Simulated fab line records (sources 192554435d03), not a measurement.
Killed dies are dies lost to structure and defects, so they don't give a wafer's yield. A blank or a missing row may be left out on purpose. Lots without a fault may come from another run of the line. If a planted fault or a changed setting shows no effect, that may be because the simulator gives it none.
fab line records	flow n5-finfet
record lots=13	wafers=38	last-day=18
route steps=1938 shown BEOL_M5@1126
lots untouched by any fault: they come from a run of this same line in which no faults occurred
start-h: the number of hours between the record's first day and the start of the first shown wafer of the lot	wait-h: hours since the lot's step before	" as in the row above	L1.1+2: a single row standing in for several wafers	- either no value or no given start	* or withheld: withheld	< > ~ a bound
route shown NAME@n: names a module that has steps shown in the file, with the first one's number in the route	usual: mean/standard deviation taken from wafers without a fault	same: alike in all rows	chamber/n: place in a boat	sites: each site's reading	_std_site: how widely they spread, as a standard deviation	_edge_site: the outer-site mean with the inner-site mean subtracted	radius-mm: how far each site lies from the wafer's centre	mask NAME#n: copy n	behind: the tool/chamber that last shaped the wafer	hold: why the lot went on hold/how many hours it stayed there/how the hold came to an end	device: the n, p or np transistor that did not switch	end of line: tests of these same wafers at the route's end	a step given without rows: its recipe and nothing more	killed: the dies lost at the first sort to structure and to defects; this is not the yield of the wafer	map: per-die view of a wafer (x killed, . not killed, _ where there is no die)
set.NAME: setting as actually run; set.NAME@STEP: the setting as run at that earlier step	model.NAME: the simulator's own value behind a step, which no gauge read
a sample of lots followed through the steps of the route, with each step as a table and each wafer as a row
services: from which hour (start-h, from the record's first day; less than 0 if before it) a tool's chamber was out of use, for how many hours, and why
## steps
# step N5_BEOL_M5_CD_MEAS_11
# recipe target-cd-nm=27.74	landing-energy-ev=500	detector=se-inlens
# usual cd-nm=28.1/0.32
lot.wafer	tool	chamber	start-h	wait-h	cd-nm
L749.3	cd-sem-01	0	182.29	-	28.1
L749.4	"	0	"	"	28.0
L749.6	"	0	"	"	28.0
L750.1	cd-sem-01	0	192.27	-	28.2
L750.3	"	0	"	"	28.5
L750.5	"	0	"	"	28.4
L751.1	cd-sem-02	0	192.31	-	28.1
L751.4	"	0	"	"	27.9
L751.6	"	0	"	"	27.8
L752.3	cd-sem-02	0	209.53	-	28.1
L752.4	"	0	"	"	28.0
L752.6	"	0	"	"	28.0
L755.4	cd-sem-02	0	222.35	-	27.7
L755.5	"	0	"	"	28.3
L755.6	"	0	"	"	27.5
L757.2	cd-sem-03	0	224.59	-	28.0
L757.4	"	0	"	"	28.1
L757.5	"	0	"	"	28.2
L758.1	cd-sem-03	0	235.66	-	27.3
L758.4	"	0	"	"	28.1
L758.6	"	0	"	"	28.1
L759.1	cd-sem-03	0	246.75	-	28.3
L759.4	"	0	"	"	28.3
L759.6	"	0	"	"	28.8
L761.2	cd-sem-02	0	263.53	-	28.2
L761.3	"	0	"	"	28.1
L761.4	"	0	"	"	28.4
L766.1	cd-sem-03	0	304.96	-	28.5
L766.2	"	0	"	"	28.0
L766.4	"	0	"	"	28.0
L771.3	cd-sem-01	0	311.59	-	27.4
L771.5	"	0	"	"	28.0
L771.6	"	0	"	"	27.8
L770.2	cd-sem-02	0	312.29	-	28.2
L770.5	"	0	"	"	28.2
L770.6	"	0	"	"	28.2
L772.2	cd-sem-03	0	321.72	-	28.1
L772.5	"	0	"	"	28.0
# step N5_BEOL_M5_HM_OPEN_17
# recipe chemistry=Cl2/BCl3	target-depth-a=200	overetch-a=60	target=TiN	mask-material=SOC	ion-energy-ev=150	pressure-mtorr=10	icp-w=1000	bias-w=126	Cl2_flow_sccm=53.25	bcl3-flow-sccm=21.75	Ar_flow_sccm=25
# usual bcl3-flow-sccm=21.75/0.064	chamber-pressure-mTorr=10.000/0.011	drypump-motor-current-A=5.8/0.62	oes_ar_750_au=0.82/0.11	oes-product-au=0.70/0.096	throttle-valve-pct=22.00/0.16
lot.wafer	tool	chamber	start-h	wait-h	bcl3-flow-sccm	chamber-pressure-mTorr	drypump-motor-current-A	oes_ar_750_au	oes-product-au	rf-hours-counter-h	throttle-valve-pct
L749.3	rie-metal-01	0	182.68	0.1	21.88	10.000	6.0	0.71	0.61	-	21.85
L749.4	"	1	"	"	21.76	9.986	4.7	0.94	0.79	-	21.91
L749.6	"	0	"	"	21.82	10.005	6.0	0.70	0.61	-	21.85
L750.1	rie-metal-01	0	192.76	0.0	21.70	9.987	6.0	0.70	0.61	66	21.85
L750.3	"	0	"	"	21.67	9.986	6.0	0.70	0.61	-	21.85
L750.5	"	1	"	"	21.67	10.015	4.7	0.95	0.78	-	21.93
L751.1	rie-metal-02	1	192.79	0.0	21.79	9.994	6.6	0.69	0.57	79	21.92
L751.4	"	0	"	"	21.65	10.008	6.0	0.97	0.83	-	22.10
L751.6	"	1	"	"	21.68	10.010	6.6	0.69	0.57	-	21.91
L752.3	rie-metal-02	1	209.93	0.1	21.75	10.001	6.6	0.68	0.58	-	21.92
L752.4	"	0	"	"	21.86	10.006	6.0	0.95	0.79	-	22.12
L752.6	"	1	"	"	21.74	10.006	6.5	0.69	0.57	-	21.93
L755.4	rie-metal-02	0	222.75	0.1	21.80	9.995	6.0	0.93	0.77	-	22.13
L755.5	"	1	"	"	21.64	9.978	6.5	0.68	0.56	-	21.93
L755.6	"	0	"	"	21.66	10.005	6.0	0.94	0.78	-	22.14
L757.2	rie-metal-01	0	224.96	0.0	21.84	9.985	6.1	0.69	0.61	69	21.87
L757.4	"	0	"	"	21.79	10.005	6.0	0.70	0.61	-	21.85
L757.5	"	1	"	"	21.73	10.000	4.8	0.92	0.76	-	21.94
L758.1	rie-metal-03	0	236.04	0.0	21.75	10.002	5.8	0.96	0.81	1	22.45
L758.4	"	1	"	"	21.87	10.007	5.4	0.92	0.79	-	21.90
L758.6	"	0	"	"	21.73	10.008	5.7	0.96	0.81	-	22.45
L759.1	rie-metal-02	0	247.64	0.0	21.80	9.986	6.0	0.92	0.78	5	22.11
L759.4	"	0	"	"	21.78	9.999	6.0	0.91	0.78	-	22.12
L759.6	"	1	"	"	21.75	10.001	6.5	0.68	0.56	-	21.92
L761.2	rie-metal-01	0	263.90	0.0	21.86	10.001	6.0	0.69	0.60	72	21.86
L761.3	"	0	"	"	21.74	10.003	6.0	0.69	0.59	-	21.87
L761.4	"	1	"	"	21.83	9.986	4.7	0.92	0.76	-	21.95
L766.1	rie-metal-01	1	305.33	0.0	21.74	10.000	4.8	0.89	0.73	18	21.97
L766.2	"	0	"	"	21.76	10.005	6.0	0.69	0.60	76	21.86
L766.4	"	0	"	"	21.68	9.997	6.0	0.68	0.60	-	21.88
L771.3	rie-metal-01	0	311.98	0.1	21.83	9.999	6.1	0.68	0.59	-	21.88
L771.5	"	1	"	"	21.72	9.995	4.7	0.90	0.74	-	21.96
L771.6	"	0	"	"	21.86	9.988	6.0	0.68	0.59	-	21.86
L770.2	rie-metal-02	0	312.66	0.0	21.77	10.003	6.0	0.89	0.74	10	22.13
L770.5	"	1	"	"	21.74	10.014	6.5	0.67	0.56	-	21.95
L770.6	"	0	"	"	21.73	10.013	6.0	0.88	0.75	-	22.13
L772.2	rie-metal-01	1	322.08	0.0	21.80	10.003	4.7	0.89	0.72	20	21.97
L772.5	"	1	"	"	21.82	9.998	4.7	0.89	0.74	-	21.96
# step N5_BEOL_M5_COAT_66
# recipe resist=SiARC	temp-c=220	time-s=60	spin-rpm=1500	resist-thk-nm=12
# usual spin-speed-rpm=1500.1/0.86
lot.wafer	tool	chamber	start-h	wait-h	spin-speed-rpm
L749.3	litho-track-02	0	183.50	-	1499.3
L749.4	"	0	"	"	1500.0
L749.6	"	0	"	"	1499.5
L750.1	litho-track-05	0	193.10	-	1497.2
L750.3	"	0	"	"	1498.6
L750.5	"	0	"	"	1498.3
L751.1	litho-track-03	0	193.18	-	1500.6
L751.4	"	0	"	"	1500.7
L751.6	"	0	"	"	1500.7
L752.3	litho-track-05	0	210.69	-	1499.6
L752.4	"	0	"	"	1499.9
L752.6	"	0	"	"	1500.4
L755.4	litho-track-05	0	223.30	-	1499.1
L755.5	"	0	"	"	1498.8
L755.6	"	0	"	"	1500.5
L757.2	litho-track-03	0	228.02	-	1499.4
L757.4	"	0	"	"	1499.8
L757.5	"	0	"	"	1499.9
L758.1	litho-track-02	0	239.04	-	1443.0
L758.4	"	0	"	"	1443.1
L758.6	"	0	"	"	1442.6
L759.1	litho-track-02	0	248.26	-	1443.1
L759.4	"	0	"	"	1444.7
L759.6	"	0	"	"	1442.7
L761.2	litho-track-05	0	264.23	-	1500.2
L761.3	"	0	"	"	1500.1
L761.4	"	0	"	"	1500.9
L766.1	litho-track-03	0	306.52	-	1501.0
L766.2	"	0	"	"	1500.3
L766.4	"	0	"	"	1501.1
L771.3	litho-track-05	0	312.54	-	1499.7
L771.5	"	0	"	"	1498.7
L771.6	"	0	"	"	1500.2
L770.2	litho-track-03	0	313.57	-	1501.5
L770.5	"	0	"	"	1500.5
L770.6	"	0	"	"	1499.6
L772.2	litho-track-03	0	323.09	-	1499.5
L772.5	"	0	"	"	1500.5
# step N5_BEOL_M5_OVL_MEAS_29
# recipe points-per-wafer=522
# usual V4_OVL=0.1/0.65
lot.wafer	tool	chamber	start-h	wait-h	V4_OVL[nm]
L749.3	overlay-02	0	183.94	0.0	0.0
L749.4	"	0	"	"	-1.0
L749.6	"	0	"	"	-0.8
L750.1	overlay-02	0	193.41	0.0	0.2
L750.3	"	0	"	"	-0.1
L750.5	"	0	"	"	-0.4
L751.1	overlay-02	0	193.61	0.0	0.8
L751.4	"	0	"	"	-0.6
L751.6	"	0	"	"	-0.3
L752.3	overlay-01	0	211.00	0.0	-0.8
L752.4	"	0	"	"	-0.4
L752.6	"	0	"	"	-0.4
L755.4	overlay-02	0	223.74	0.0	-0.6
L755.5	"	0	"	"	-0.1
L755.6	"	0	"	"	0.5
L757.2	overlay-01	0	228.33	0.0	-0.5
L757.4	"	0	"	"	-1.0
L757.5	"	0	"	"	0.0
L758.1	overlay-02	0	239.47	0.0	0.8
L758.4	"	0	"	"	1.3
L758.6	"	0	"	"	1.3
L759.1	overlay-01	0	248.69	0.0	-0.3
L759.4	"	0	"	"	-0.1
L759.6	"	0	"	"	0.5
L761.2	overlay-01	0	264.54	0.0	0.0
L761.3	"	0	"	"	0.9
L761.4	"	0	"	"	-0.3
L766.1	overlay-01	0	306.95	0.0	-0.5
L766.2	"	0	"	"	-1.0
L766.4	"	0	"	"	-0.9
L771.3	overlay-02	0	312.86	0.0	0.4
L771.5	"	0	"	"	0.0
L771.6	"	0	"	"	-1.7
L770.2	overlay-01	0	313.88	0.0	0.7
L770.5	"	0	"	"	0.8
L770.6	"	0	"	"	0.1
L772.2	overlay-01	0	323.40	0.0	-0.1
L772.5	"	0	"	"	-0.2
## services
tool	chamber	start-h	hours	kind
rie-metal-02	0	164.01	-	clean
rie-metal-02	0	164.01	22.8	scheduled-down
rie-metal-02	0	164.01	22.8	vent-cycle
rie-metal-03	1	182.16	-	clean
rie-metal-03	1	182.16	24.4	scheduled-down
rie-metal-03	1	182.16	24.4	vent-cycle
rie-metal-03	0	206.55	-	clean
rie-metal-03	0	206.55	12.7	scheduled-down
rie-metal-03	0	206.55	12.7	vent-cycle
rie-metal-01	-	219.49	2.8	pm
rie-metal-03	-	271.03	0.4	repair
## key
first-sign step=N5_BEOL_M5_COAT_66	reading=spin-speed-rpm	direction=down	sigmas=66	usual=*	struck=*
effect none on later readings
met-at N5_BEOL_M5_COAT_66
struck-lots L758,L759
rows-end L758.1,L758.4,L758.6
not-acting-at N5_BEOL_M5_CD_MEAS_11,N5_BEOL_M5_HM_OPEN_17,N5_BEOL_M5_OVL_MEAS_29
onset-between 183.50 239.04
fault kind=process-parameter-drift	tool=litho-track-02	chamber=-	onset-h=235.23	steps=N5_BEOL_M5_COAT_66	channel=spin-rpm	offset=*	shape=step	acts-in=*	stated=*
# rows-end: these wafers met a further fault down the route, and their rows from its step on are left out
